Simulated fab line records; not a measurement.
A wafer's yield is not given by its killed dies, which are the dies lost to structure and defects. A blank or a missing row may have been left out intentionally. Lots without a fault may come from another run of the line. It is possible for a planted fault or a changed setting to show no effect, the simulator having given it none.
Matching of chambers ; flow nand_harc ; NHARC_A_DECK1_JOINT_CMP_13 on cmp-03: 4 sister chambers
The step polishes, target thk 51.023 nm. 4 wafers are shown with their chamber, then 6 later ones without.

== WAFERS, EACH WITH ITS CHAMBER ==
wafer;chamber;motor_current_A (A)
L900.4;2;9.9
L909.1;0;11.6
L909.3;1;11.8
L909.5;3;12.0

== WAFERS MISSING THEIR CHAMBER ==
wafer;motor_current_A (A)
L910.2;11.6
L910.5;12.1
L910.6;10.4
L912.2;11.8
L912.5;11.1
L912.6;10.5

== CHAMBER TAKEN BY EACH ==
wafer;from the rows above;in truth
L910.2;can't be placed: 0 or 1 or 3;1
L910.5;can't be placed: 3 or 1 or 0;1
L910.6;can't be placed: 2 or 0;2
L912.2;can't be placed: 1 or 3 or 0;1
L912.5;can't be placed: 0 or 1 or 3 or 2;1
L912.6;can't be placed: 2 or 0 or 1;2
0 of 6 placed correctly. Can't be placed from these rows: 6 (the true chamber is among the candidates in 6). Placed wrongly: 0.
How it was worked out, from the rows above alone: a wafer's distance from a chamber is the root of the sum, over the readings, of the square of ((its reading less the chamber's mean) divided by the reading's scatter). If the next closest chamber is less than 2 further off than the closest, the wafer can't be placed; otherwise it belongs to the closest. For every chamber, the mean is computed from those of its wafers that are shown. The scatter: with one shown wafer a chamber, the root of the mean of the squares of how far each hidden wafer lies from its nearest shown one.
